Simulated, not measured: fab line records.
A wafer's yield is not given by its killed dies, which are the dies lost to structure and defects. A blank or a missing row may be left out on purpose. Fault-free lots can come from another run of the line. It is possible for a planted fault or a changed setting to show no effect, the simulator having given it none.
Which tool was responsible? -- flow n5 finfet -- 6 lots, 18 wafers sampled, at 3 steps of a route of 1938

WHAT EACH GAUGE READ, for each wafer
N5_BEOL_M8_THK_MEAS_53: measures by xrf.
lot,measured,on,M8_THK (nm)
L263,day 10 01:59,film metro-01,77.7 76.9 73.2
L266,day 10 12:46,film metro-02,80.1 80.1 78.3
L268,day 10 23:10,film metro-02,79.1 75.4 78.3
L272,day 12 13:23,film metro-02,79.1 80.0 78.1
L279,day 13 15:04,film metro-02,79.5 77.2 79.0
L281,day 14 13:22,film metro-01,81.3 77.9 80.1

WHICH TOOL RAN EACH LOT (tool, then ch and the chambers of the sampled wafers, then the start)
lot,N5_BEOL_M8_STRIP_36,N5_BEOL_M8_STRIP_80
L263,"rie diel-05 ch 1,2,3, day 9 21:22","rie diel-05 ch 1,2,3, day 10 01:59 or earlier"
L266,"rie diel-04 ch 1,2,3, day 10 08:41","rie diel-04 ch 1,2,3, day 10 12:46 or earlier"
L268,"rie diel-04 ch 0,1,3, day 10 20:19","rie diel-04 ch 0,1,3, day 10 23:10 or earlier"
L272,"rie diel-06 ch 0,1, day 12 10:44","rie diel-06 ch 0,1, day 12 13:23 or earlier"
L279,"rie diel-05 ch 1,2, day 13 11:28","rie diel-05 ch 1,2, day 13 15:04 or earlier"
L281,"rie diel-06 ch 0,2,3, day 14 11:08","rie diel-06 ch 0,2,3, day 14 13:22 or earlier"
- N5_BEOL_M8_STRIP_36: strips in N2/H2.
- N5_BEOL_M8_STRIP_80: strips in N2/H2, time 10 s.

THE ANSWER, worked out from the rows above alone
Rule: the lots themselves supply what counts as usual. Put in order of their means at a reading, lots are off if they are a third of the lots or fewer, leave a main group of 4 or more, and stand apart from it by a gap of 3 or more times the standard deviation of the main group's means; of several such gaps the widest counts. A main group whose means are all the same, to the digits that the tables above print for the reading, isn't used. Also off: a lot with no number at a reading for which 4 or more lots have one. The other lots that the step has rows for count as sound.
None of the lots is off at any reading shown; this tells nothing.

WHAT WAS PUT IN BY THE SIMULATOR
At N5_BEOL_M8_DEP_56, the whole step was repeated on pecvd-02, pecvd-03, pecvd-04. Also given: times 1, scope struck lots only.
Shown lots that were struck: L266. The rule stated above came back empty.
